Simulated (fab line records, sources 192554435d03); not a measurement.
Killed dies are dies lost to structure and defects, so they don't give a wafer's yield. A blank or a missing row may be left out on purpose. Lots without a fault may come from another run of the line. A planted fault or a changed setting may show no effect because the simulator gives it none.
fab line records | flow n5_finfet
record lots=7 wafers=21
route steps=1938 shown BEOL_M0_SAQP@643 BEOL_M1@753 BEOL_M3@959
start_h: hours from the record's first day to the start of the lot's first wafer shown | wait_h: hours since the lot's step before | " the same as in the row above | L1.1+2: a row that stands for several wafers | - no value, or no start given | * or withheld: withheld | < > ~ a bound
route shown NAME@n: a module of which the file shows steps, and the number in the route of the first | usual: mean/standard deviation of fault-free wafers | same: alike in all rows | chamber/n: place in a boat | sites: the reading at each site | _std_site: their standard deviation | _edge_site: outer sites' mean less inner sites' | radius_mm: how far each site lies from the wafer's centre | mask NAME#n: copy n | behind: the tool/chamber that last shaped the wafer | hold: why the lot was held/for how many hours/how that ended | device: the transistor (n, p or np) that didn't switch | end of line: the same wafers' tests at the end of the route | a step without rows: its recipe alone | killed: dies lost to structure and defects at the first sort, not the wafer's yield | map: a wafer's dies, x killed, . not, _ none there
set.NAME: the setting as run; set.NAME@STEP: as run at that earlier step | model.NAME: the simulator's own value behind a step, which no gauge read
lots whose settings were changed on purpose; a table a step, a row a wafer
## steps
# step N5_BEOL_M0_SAQP_COAT_08
# recipe resist=CAR-ArF spin_rpm=1500 resist_thk_nm=90
# columns lot.wafer tool chamber start_h wait_h set.spin_rpm model.CAR-ArF_of_BEOL_M0_SAQP_COAT_08.thk_nm
L076.1+4 litho_track-04 0 - - 1500 90.2
L076.5 " 0 " " 1500 90
L075.2+3+4 litho_track-05 0 - - 1500 89.6
L078.1 litho_track-01 0 - - 1500 90.2
L078.4+6 " 0 " " 1500 89.6
L084.1+5 litho_track-01 0 - - 1500 90
L084.2 " 0 " " 1500 90.2
L090.1 litho_track-04 0 - - 1374 94.4
L090.2 " 0 " " 1500 90
L090.4 " 0 " " 1374 94.2
L094.1 litho_track-05 0 - - 1500 89.6
L094.3 " 0 " " 1500 90
L094.5 " 0 " " 1500 89.8
L095.1+6 litho_track-01 0 - - 1443 91.6
L095.2 " 0 " " 1500 89.8
# step N5_BEOL_M0_SAQP_EBR_10
# recipe solvent=PGMEA ebr_width_mm=1.5
# step N5_BEOL_M0_SAQP_SOFTBAKE_09
# recipe temp_c=110 time_s=60 resist=CAR-ArF
# step N5_BEOL_M0_SAQP_EXPOSE_11
# recipe mask_id=M0_CORE na=1.35 source_shape=dipole sigma_inner=0.538 sigma_outer=0.738 polarization=te target_cd_nm=42 dose_mj=55
# step N5_BEOL_M0_SAQP_PEB_12
# recipe peb_temp_c=withheld peb_time_s=60 resist=CAR-ArF
# step N5_BEOL_M0_SAQP_DEVELOP_13
# recipe develop_time_s=30 developer=TMAH resist=CAR-ArF dev_temp_c=23 rinse_liquid=diw dry=air_spin
# columns lot.wafer tool chamber start_h wait_h set.spin_rpm@BEOL_M0_SAQP_COAT_08 model.CAR-ArF_of_BEOL_M0_SAQP_COAT_08.thk_nm
L076.1+4 litho_track-04 0 - - 1500 88.6
L076.5 " 0 " " 1500 88.4
L075.2 litho_track-04 0 - - 1500 88
L075.3+4 " 0 " " 1500 87.8
L078.1 litho_track-01 0 - - 1500 88.6
L078.4+6 " 0 " " 1500 88
L084.1 litho_track-04 0 - - 1500 88.4
L084.2 " 0 " " 1500 88.6
L084.5 " 0 " " 1500 88.2
L090.1+4 litho_track-04 0 - - 1374 92.6
L090.2 " 0 " " 1500 88.4
L094.1+5 litho_track-05 0 - - 1500 88
L094.3 " 0 " " 1500 88.2
L095.1 litho_track-01 0 - - 1443 89.8
L095.2 " 0 " " 1500 88
L095.6 " 0 " " 1443 90
# step N5_BEOL_M0_SAQP_DESCUM_19
# recipe chemistry=O2 time_s=7.9 source_power_w=50 bias_power_w=20 pressure_mtorr=20 rf_frequency_hz=2.712e+07 temp_c=40 resist=CAR-ArF o2_flow_sccm=225
# columns lot.wafer tool chamber start_h wait_h set.spin_rpm@BEOL_M0_SAQP_COAT_08 model.CAR-ArF_of_BEOL_M0_SAQP_COAT_08.thk_nm
L076.1 rie_diel-06 2 126.30 0.0 1500 83.8
L076.4 " 0 " " 1500 83.6
L076.5 " 1 " " 1500 83.4
L075.2 rie_diel-06 3 128.59 0.0 1500 83.2
L075.3+4 " 1,2 " " 1500 83
L078.1 rie_diel-02 1 138.86 0.2 1500 83.8
L078.4 " 3 " " 1500 83
L078.6 " 0 " " 1500 83.2
L084.1+5 rie_diel-02 3 172.11 0.7 1500 83.4
L084.2 " 2 " " 1500 83.8
L090.1 rie_diel-02 1 202.77 0.5 1374 87.8
L090.2 " 0 " " 1500 83.6
L090.4 " 3 " " 1374 87.6
L094.1 rie_diel-02 3 232.54 0.1 1500 83
L094.3 " 0 " " 1500 83.4
L094.5 " 2 " " 1500 83.2
L095.1 rie_diel-06 3 236.31 0.3 1443 85
L095.2 " 0 " " 1500 83.2
L095.6 " 2 " " 1443 85.2
# step N5_BEOL_M0_SAQP_ETCH_83
# recipe chemistry=CF4 target=SiARC target_depth_a=390 mask_material=CAR-ArF time_s=65 ion_energy_ev=80 pressure_mtorr=40 source_w=545 bias_w=36 Ar_flow_sccm=100 cf4_flow_sccm=100 ends=cleared
# columns lot.wafer tool chamber start_h wait_h set.spin_rpm@BEOL_M0_SAQP_COAT_08 model.CAR-ArF_of_BEOL_M0_SAQP_COAT_08.thk_nm
L076.1+4 rie_diel-06 2,0 126.34 0.0 1500 55.6
L076.5 " 1 " " 1500 55.4
L075.2 rie_diel-06 3 128.63 0.0 1500 55.4
L075.3+4 " 1,2 " " 1500 55.2
L078.1 rie_diel-02 1 138.89 0.0 1500 55.6
L078.4 " 3 " " 1500 55
L078.6 " 0 " " 1500 55.2
L084.1 rie_diel-02 3 172.15 0.0 1500 55.8
L084.2 " 2 " " 1500 56
L084.5 " 3 " " 1500 55.6
L090.1 rie_diel-02 1 202.80 0.0 1374 59.8
L090.2 " 0 " " 1500 55.8
L090.4 " 3 " " 1374 59.6
L094.1 rie_diel-02 3 232.58 0.0 1500 55
L094.3 " 0 " " 1500 55.4
L094.5 " 2 " " 1500 55.2
L095.1 rie_diel-06 3 236.35 0.0 1443 57
L095.2 " 0 " " 1500 55.2
L095.6 " 2 " " 1443 57.2
# step N5_BEOL_M0_SAQP_ETCH_84
# recipe chemistry=N2/H2 target=SOC target_depth_a=1000 overetch_a=200 mask_material=SiARC temp_c=40 time_s=150 ion_energy_ev=200 pressure_mtorr=30 source_w=840 bias_w=150 n2_flow_sccm=200 h2_flow_sccm=200
# step N5_BEOL_M0_SAQP_STRIP_80
# recipe chemistry=N2/H2 temp_c=40 n2_flow_sccm=200 h2_flow_sccm=200 rf_frequency_hz=6e+07
# step N5_BEOL_M0_SAQP_HM_OPEN_112
# recipe chemistry=CHF3/O2 target=SiO2 stop_on=a-Si target_depth_a=120 over_etch_frac=1.25 mask_material=SOC time_s=13.5 pressure_mtorr=30 source_w=650 bias_w=170 Ar_flow_sccm=200 CHF3_flow_sccm=50 O2_flow_sccm=5 ion_energy_ev=200 ends=end_point
# step N5_BEOL_M0_SAQP_STRIP_113
# recipe chemistry=CHF3/O2 resist=SiARC rf_frequency_hz=6e+07
# step N5_BEOL_M0_SAQP_MANDREL_ETCH_20
# recipe target_depth_a=600 chemistry=HBr/Cl2 target=a-Si stop_on=SiNx bt_time_s=10 mask_material=SOC over_etch_frac=0.5 time_s=30 pressure_mtorr=10 icp_w=800 bias_w=75 HBr_flow_sccm=150 Cl2_flow_sccm=80 ends=end_point
# columns lot.wafer tool chamber start_h wait_h set.time_s@BEOL_M0_SAQP_PECVD_04 model.etch.depth_nm
L076.1 rie_si-03 0 126.58 0.0 60.2 59.58
L076.4 " 2 " " 60.2 59.69
L076.5 " 0 " " 60.2 60.17
L075.2 rie_si-03 2 128.87 0.0 68.9 68.14
L075.3 " 1 " " 60.2 59.95
L075.4 " 2 " " 60.2 61.03
L078.1 rie_si-02 1 139.13 0.0 60.2 59.45
L078.4 " 2 " " 60.2 60.91
L078.6 " 0 " " 60.2 60.37
L084.1 rie_si-05 1 172.39 0.0 55.91 55.55
L084.2 " 3 " " 55.91 55.02
L084.5 " 0 " " 60.2 59.55
L090.1 rie_si-03 3 203.04 0.0 60.2 59.22
L090.2 " 2 " " 60.2 59.51
L090.4 " 0 " " 60.2 60.43
L094.1 rie_si-03 3 232.82 0.0 60.2 59.19
L094.3 " 1 " " 60.2 59.48
L094.5 " 3 " " 60.2 58.76
L095.1 rie_si-03 1 236.59 0.0 60.2 59.51
L095.2 " 0 " " 65.03 64.86
L095.6 " 0 " " 60.2 60.61
# step N5_BEOL_M0_SAQP_STRIP_86
# recipe chemistry=N2/H2 power_w=500 temp_c=40 pressure_mtorr=50 rf_frequency_hz=6e+07 overash_fraction=0.3 bias_power_w=28 h2_frac=0.5 n2_flow_sccm=300 h2_flow_sccm=300
# step N5_BEOL_M0_SAQP_STRIP_115
# recipe chemistry=post_etch_residue_remover time_s=60 temp_c=25 remover_ph=withheld remover_water_wt_pct=withheld remover_fluoride_wt_pct=withheld
# step N5_BEOL_M0_SAQP_SRD_93
# recipe dry=ipa_marangoni time_s=30 temp_c=23 rinse_liquid=diw
# step N5_BEOL_M0_SAQP_RECESS_114
# recipe chemistry=HF/NH3 target=SiO2 target_depth_a=144 afs_cycles=3 temp_c=30 sublimation_temp_c=180 sublimation_time_s=60
# step N5_BEOL_M0_SAQP_SPACER1_ALD_98
# recipe material=SiO2 target_thk_a=128 temp_c=300 ald_precursor_family=BDEAS ald_co_reactant=O2-plasma pulse_time_s=1 purge_time_s=2 co_reactant_purge_time_s=2 ald_cycles=138 pressure_torr=2
# columns lot.wafer tool chamber start_h wait_h set.time_s@BEOL_M0_SAQP_PECVD_04 model.a-Si_of_BEOL_M0_SAQP_PECVD_04.thk_nm
L076.1 ald_sin-04 0 127.22 0.3 60.2 59.4
L076.4 " 1 " " 60.2 59.6
L076.5 " 1 " " 60.2 60
L075.2 ald_sin-02 0 129.48 0.3 68.9 68
L075.3 " 1 " " 60.2 59.8
L075.4 " 3 " " 60.2 60.8
L078.1 ald_sin-04 0 139.80 0.3 60.2 59.2
L078.4 " 2 " " 60.2 60.8
L078.6 " 0 " " 60.2 60.2
L084.1 ald_sin-01 3 173.28 0.3 55.91 55.4
L084.2 " 0 " " 55.91 54.8
L084.5 " 1 " " 60.2 59.4
L090.1 ald_sin-01 3 204.64 1.2 60.2 59
L090.2 " 0 " " 60.2 59.4
L090.4 " 2 " " 60.2 60.2
L094.1 ald_sin-04 1 234.23 1.1 60.2 59
L094.3 " 2 " " 60.2 59.2
L094.5 " 3 " " 60.2 58.6
L095.1 ald_sin-04 3 237.57 0.6 60.2 59.4
L095.2 " 1 " " 65.03 64.6
L095.6 " 2 " " 60.2 60.4
# step N5_BEOL_M1_PECVD_72
# recipe material=SiO2 target_thk_a=160 temp_c=400 precursor=TEOS/O2 pressure_torr=5.5 rf_w=450 teos_flow_sccm=53.8 gas=O2 flow_sccm=3000 time_s=18
# columns lot.wafer tool chamber start_h wait_h set.temp_c model.SiO2_of_BEOL_M1_PECVD_72.thk_nm
L076.1 pecvd-01 1 135.43 0.0 400 15.6
L076.4 " 2 " " 400 15.8
L076.5 " 2 " " 400 16
L075.2 pecvd-04 0 142.59 0.0 414.3 14.2
L075.3 " 1 " " 414.3 14.4
L075.4 " 2 " " 400 16.2
L078.1 pecvd-04 0 151.44 0.0 400 16
L078.4 " 2 " " 400 16.4
L078.6 " 1 " " 400 16.6
L084.1 pecvd-04 1 184.04 0.0 392 17
L084.2 " 0 " " 400 16
L084.5 " 0 " " 400 16.2
L090.1 pecvd-04 2 215.32 0.0 400 16.2
L090.2 " 0 " " 386.9 17.4
L090.4 " 1 " " 386.9 17.8
L094.1 pecvd-04 2 245.25 0.0 392.3 16.4
L094.3 " 0 " " 400 15.8
L094.5 " 0 " " 400 16
L095.1 pecvd-04 1 253.80 0.0 400 16
L095.2+6 " 2,0 " " 400 15.8
# step N5_BEOL_M1_EXPOSE_08
# recipe mask_id=M1 na=0.33 source_shape=dipole sigma_inner=0.369 sigma_outer=0.767 polarization=unpolarized dose_mj=33
# columns lot.wafer tool chamber start_h wait_h mask set.dose_mj
L076.1 euv_scanner-02 0 138.70 - M1#0 33
L076.4+5 " 0 " " M1#0 30.78
L075.2+3 euv_scanner-01 0 143.42 - M1#0 33
L075.4 " 0 " " M1#0 31.14
L078.1+4+6 euv_scanner-01 0 152.58 - M1#0 33
L084.1+2+5 euv_scanner-02 0 184.56 - M1#0 33
L090.1+2+4 euv_scanner-02 0 216.11 - M1#0 33
L094.1+3 euv_scanner-01 0 245.78 - M1#0 33
L094.5 " 0 " " M1#0 32.1
L095.1 euv_scanner-02 0 255.06 - M1#0 30.98
L095.2+6 " 0 " " M1#0 33
# step N5_BEOL_M1_PEB_09
# recipe peb_temp_c=100 peb_time_s=60 resist=CAR-EUV
# step N5_BEOL_M1_DEVELOP_10
# recipe develop_time_s=30 developer=TMAH resist=CAR-EUV rinse_liquid=surfactant_rinse dry=air_spin dev_temp_c=23
# step N5_BEOL_M1_CD_MEAS_11
# recipe target_cd_nm=17.05 landing_energy_ev=500 detector=se_inlens polarity=opening
# usual cd_nm=17.07/0.22
# columns lot.wafer tool chamber start_h wait_h set.dose_mj@BEOL_M1_EXPOSE_08 cd_nm
L076.1 cd_sem-03 0 138.82 - 33 17.11
L076.4 " 0 " " 30.78 15.86
L076.5 " 0 " " 30.78 15.71
L075.2 cd_sem-02 0 143.55 - 33 17.15
L075.3 " 0 " " 33 17.01
L075.4 " 0 " " 31.14 15.76
L078.1 cd_sem-02 0 152.70 - 33 17.15
L078.4 " 0 " " 33 17.05
L078.6 " 0 " " 33 17.18
L084.1 cd_sem-01 0 184.69 - 33 17.12
L084.2 " 0 " " 33 16.87
L084.5 " 0 " " 33 17.05
L090.1 cd_sem-02 0 216.24 - 33 16.40
L090.2 " 0 " " 33 17.02
L090.4 " 0 " " 33 16.56
L094.1 cd_sem-01 0 245.90 - 33 17.08
L094.3 " 0 " " 33 17.37
L094.5 " 0 " " 32.1 16.43
L095.1 cd_sem-02 0 255.18 - 30.98 15.70
L095.2 " 0 " " 33 17.34
L095.6 " 0 " " 33 17.55
# step N5_BEOL_M1_DESCUM_16
# recipe chemistry=O2 time_s=7 source_power_w=50 bias_power_w=20 pressure_mtorr=20 rf_frequency_hz=2.712e+07 temp_c=40 resist=CAR-EUV o2_flow_sccm=225
# step N5_BEOL_M1_ETCH_74
# recipe chemistry=N2/H2 target=underlayer target_depth_a=65 mask_material=CAR-EUV time_s=5.2 ion_energy_ev=200 pressure_mtorr=30 source_w=840 bias_w=150 n2_flow_sccm=200 h2_flow_sccm=200 ends=cleared
# columns lot.wafer tool chamber start_h wait_h set.dose_mj@BEOL_M1_EXPOSE_08 model.BEOL_M1.cd_offset_nm
L076.1 rie_diel-04 1 139.16 0.0 33 0
L076.4 " 0 " " 30.78 -1.4
L076.5 " 3 " " 30.78 -1.6
L075.2 rie_diel-02 0 143.70 0.0 33 -0.4
L075.3 " 1 " " 33 -0.2
L075.4 " 2 " " 31.14 -1.2
L078.1+6 rie_diel-04 0 152.86 0.0 33 0.4
L078.4 " 3 " " 33 0.2
L084.1+2 rie_diel-04 0,1 184.84 0.0 33 0
L084.5 " 1 " " 33 -0.2
L090.1 rie_diel-02 3 216.40 0.0 33 -0.2
L090.2 " 0 " " 33 -0.4
L090.4 " 1 " " 33 0
L094.1 rie_diel-06 0 246.06 0.0 33 0.4
L094.3 " 2 " " 33 0.2
L094.5 " 0 " " 32.1 -0.4
L095.1 rie_diel-06 2 255.34 0.0 30.98 -1.2
L095.2 " 3 " " 33 0.4
L095.6 " 3 " " 33 0.2
# step N5_BEOL_M1_ETCH_63
# recipe chemistry=CF4 target=SiARC target_depth_a=156 mask_material=CAR-EUV time_s=26 ion_energy_ev=80 pressure_mtorr=40 source_w=545 bias_w=36 Ar_flow_sccm=100 cf4_flow_sccm=100 ends=cleared
# step N5_BEOL_M1_ETCH_64
# recipe chemistry=N2/H2 target=SOC target_depth_a=750 overetch_a=150 mask_material=SiARC temp_c=40 time_s=112.5 ion_energy_ev=200 pressure_mtorr=30 source_w=840 bias_w=150 n2_flow_sccm=200 h2_flow_sccm=200
# step N5_BEOL_M1_HM_OPEN_17
# recipe chemistry=Cl2/BCl3 target_depth_a=200 overetch_a=60 target=TiN mask_material=SOC ion_energy_ev=150 pressure_mtorr=10 icp_w=1000 bias_w=126 Cl2_flow_sccm=53.25 bcl3_flow_sccm=21.75 Ar_flow_sccm=25
# step N5_BEOL_M1_STRIP_19
# recipe chemistry=O2 power_w=400 temp_c=40 pressure_mtorr=30 rf_frequency_hz=6e+07 bias_power_w=0 overash_fraction=0.2 o2_flow_sccm=225
# step N5_BEOL_M1_CD_MEAS_18
# recipe pitch_nm=36 target_cd_nm=18
# usual cd_nm=18.1/0.32
# columns lot.wafer tool chamber start_h wait_h set.dose_mj@BEOL_M1_EXPOSE_08 cd_nm
L076.1 cd_sem-03 - 139.65 0.0 33 18.1
L076.4 " - " " 30.78 16.6
L076.5 " - " " 30.78 16.6
L075.2 cd_sem-03 - 144.10 0.1 33 17.6
L075.3 " - " " 33 17.6
L075.4 " - " " 31.14 16.6
L078.1 cd_sem-01 - 153.28 0.0 33 17.9
L078.4 " - " " 33 18.5
L078.6 " - " " 33 18.6
L084.1 cd_sem-01 - 185.24 0.0 33 18.2
L084.2 " - " " 33 17.8
L084.5 " - " " 33 17.7
L090.1 cd_sem-01 - 216.79 0.0 33 17.9
L090.2 " - " " 33 17.8
L090.4 " - " " 33 17.8
L094.1 cd_sem-02 - 246.45 0.0 33 18.7
L094.3 " - " " 33 18.5
L094.5 " - " " 32.1 18.0
L095.1 cd_sem-01 - 255.73 0.0 30.98 17.1
L095.2 " - " " 33 18.1
L095.6 " - " " 33 18.2
# step N5_BEOL_M1_COAT_67
# recipe resist=SOC temp_c=250 time_s=60 spin_rpm=1500 resist_thk_nm=60
# step N5_BEOL_M1_COAT_68
# recipe resist=SiARC temp_c=220 time_s=60 spin_rpm=1500 resist_thk_nm=12
# step N5_BEOL_M1_STRIP_97
# recipe chemistry=N2/H2 time_s=10 power_w=450 temp_c=40 pressure_mtorr=20 rf_frequency_hz=6e+07 bias_power_w=7 n2_flow_sccm=200 h2_flow_sccm=200
# step N5_BEOL_M1_HM_STRIP_39
# recipe chemistry=peroxide_tin_strip material=TiN target_depth_a=250 temp_c=50 time_s=158
# columns lot.wafer tool chamber start_h wait_h set.temp_c@BEOL_M1_PECVD_72 model.SiO2_of_BEOL_M1_PECVD_72.thk_nm
L076.1 wet_bench-03 2 142.64 0.0 400 15.4
L076.4 " 5 " " 400 15.6
L076.5 " 7 " " 400 15.8
L075.2 wet_bench-05 7 149.32 0.0 414.3 14
L075.3 " 2 " " 414.3 14.2
L075.4 " 6 " " 400 16.2
L078.1 wet_bench-04 6 167.44 0.0 400 15.8
L078.4 " 0 " " 400 16.2
L078.6 " 1 " " 400 16.4
L084.1 wet_bench-04 6 186.45 0.0 392 17
L084.2+5 " 3,4 " " 400 16
L090.1 wet_bench-04 6 225.96 0.0 400 16
L090.2 " 0 " " 386.9 17.2
L090.4 " 7 " " 386.9 17.6
L094.1 wet_bench-04 5 263.18 0.0 392.3 16.4
L094.3 " 6 " " 400 15.6
L094.5 " 3 " " 400 15.8
L095.1 wet_bench-05 6 264.08 0.0 400 15.8
L095.2+6 " 5,2 " " 400 15.6
# step N5_BEOL_M1_SRD_40
# recipe time_s=30 temp_c=23 rinse_liquid=diw dry=ipa_marangoni
# step N5_BEOL_M1_PRECLEAN_42
# recipe chemistry=residue_remover time_s=60 temp_c=40
# step N5_BEOL_M1_SRD_43
# recipe time_s=30 temp_c=23 rinse_liquid=diw dry=ipa_marangoni
# step N5_BEOL_M1_CD_MEAS_35
# recipe target_cd_nm=18 target_cd_y_nm=21 polarity=opening
# usual cd_nm=18.1/0.37
# columns lot.wafer tool chamber start_h wait_h set.dose_mj@BEOL_M1_EXPOSE_08 cd_nm
L076.1 cd_sem-01 - 142.76 0.0 33 17.9
L076.4 " - " " 30.78 16.5
L076.5 " - " " 30.78 16.5
L075.2 cd_sem-03 - 149.44 0.0 33 17.9
L075.3 " - " " 33 17.4
L075.4 " - " " 31.14 16.6
L078.1 cd_sem-03 - 167.56 0.0 33 18.7
L078.4 " - " " 33 18.4
L078.6 " - " " 33 18.6
L084.1 cd_sem-02 - 186.58 0.0 33 18.1
L084.2 " - " " 33 18.0
L084.5 " - " " 33 18.4
L090.1 cd_sem-03 - 226.08 0.0 33 17.7
L090.2 " - " " 33 17.6
L090.4 " - " " 33 17.9
L094.1 cd_sem-01 - 263.30 0.0 33 19.0
L094.3 " - " " 33 18.1
L094.5 " - " " 32.1 18.1
L095.1 cd_sem-02 - 264.20 0.0 30.98 16.8
L095.2 " - " " 33 17.8
L095.6 " - " " 33 18.0
# step N5_BEOL_M1_SPUTTER_48
# recipe material=Cu target_thk_a=45 temp_c=-20 chamber_pressure_pa=0.07 power_w=withheld time_s=8.29
# columns lot.wafer tool chamber start_h wait_h set.time_s model.Cu_of_BEOL_M1_SPUTTER_48.thk_nm
L076.1 pvd_sputter-01 - 144.01 0.2 7.493 4
L076.4 " - " " 7.493 4.2
L076.5 " - " " 8.29 4.4
L075.2+4 pvd_sputter-01 - 150.16 0.1 9.371 5.2
L075.3 " - " " 8.29 4.6
L078.1+6 pvd_sputter-01 - 168.44 0.1 8.29 4.6
L078.4 " - " " 8.29 4.4
L084.1 pvd_sputter-02 - 187.50 0.1 7.549 4
L084.2 " - " " 7.549 4.2
L084.5 " - " " 8.29 4.6
L090.1 pvd_sputter-03 - 229.45 2.2 9.173 5.2
L090.2 " - " " 9.173 5
L090.4 " - " " 8.29 4.4
L094.1+3+5 pvd_sputter-01 - 264.27 0.1 8.29 4.4
L095.1+6 pvd_sputter-02 - 265.15 0.1 9.279 -
L095.2 " - " " 8.29 4.2
# step N5_BEOL_M3_COAT_76
# recipe resist=underlayer temp_c=205 time_s=60 spin_rpm=1500 resist_thk_nm=5
# columns lot.wafer tool chamber start_h wait_h set.spin_rpm
L076.1+4+5 litho_track-02 0 - - 1500
L075.2+3+4 litho_track-03 0 - - 1500
L078.1+4+6 litho_track-02 0 - - 1500
L084.1+2+5 litho_track-03 0 - - 1382
L090.1+2+4 litho_track-03 0 - - 1500
L094.1+5 litho_track-02 0 - - 1409
L094.3 " 0 " " 1500
L095.1+6 litho_track-01 0 - - 1585
L095.2 " 0 " " 1500
## key
split step=N5_BEOL_M0_SAQP_COAT_08 setting=spin_rpm stated=1500 by=wafer
response step=N5_BEOL_M0_SAQP_COAT_08 reading=model.CAR-ArF_of_BEOL_M0_SAQP_COAT_08.thk_nm change=-0.505 per=1% r=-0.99
response step=N5_BEOL_M0_SAQP_DEVELOP_13 reading=model.CAR-ArF_of_BEOL_M0_SAQP_COAT_08.thk_nm change=-0.5 per=1% r=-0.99
response step=N5_BEOL_M0_SAQP_DESCUM_19 reading=model.CAR-ArF_of_BEOL_M0_SAQP_COAT_08.thk_nm change=-0.49 per=1% r=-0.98
response step=N5_BEOL_M0_SAQP_ETCH_83 reading=model.CAR-ArF_of_BEOL_M0_SAQP_COAT_08.thk_nm change=-0.47 per=1% r=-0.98
split step=N5_BEOL_M1_PECVD_72 setting=temp_c stated=400 by=wafer
response step=N5_BEOL_M1_PECVD_72 reading=model.SiO2_of_BEOL_M1_PECVD_72.thk_nm change=-0.453 per=1% r=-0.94
response step=N5_BEOL_M1_HM_STRIP_39 reading=model.SiO2_of_BEOL_M1_PECVD_72.thk_nm change=-0.495 per=1% r=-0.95
split step=N5_BEOL_M1_EXPOSE_08 setting=dose_mj stated=33 by=wafer
response step=N5_BEOL_M1_CD_MEAS_11 reading=cd_nm change=+0.239 per=1% r=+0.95
response step=N5_BEOL_M1_ETCH_74 reading=model.BEOL_M1.cd_offset_nm change=+0.215 per=1% r=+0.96
response step=N5_BEOL_M1_CD_MEAS_18 reading=cd_nm change=+0.198 per=1% r=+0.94
response step=N5_BEOL_M1_CD_MEAS_35 reading=cd_nm change=+0.192 per=1% r=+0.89
split step=N5_BEOL_M1_SPUTTER_48 setting=time_s stated=8.29 by=wafer
response step=N5_BEOL_M1_SPUTTER_48 reading=model.Cu_of_BEOL_M1_SPUTTER_48.thk_nm change=+0.0497 per=1% r=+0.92
split step=N5_BEOL_M3_COAT_76 setting=spin_rpm stated=1500 by=wafer
response none in this file
split outside_this_file step=N5_BEOL_M0_SAQP_PECVD_04 setting=time_s
# split outside_this_file: this setting was split too, and the file shows its column; the key of that split is in another file
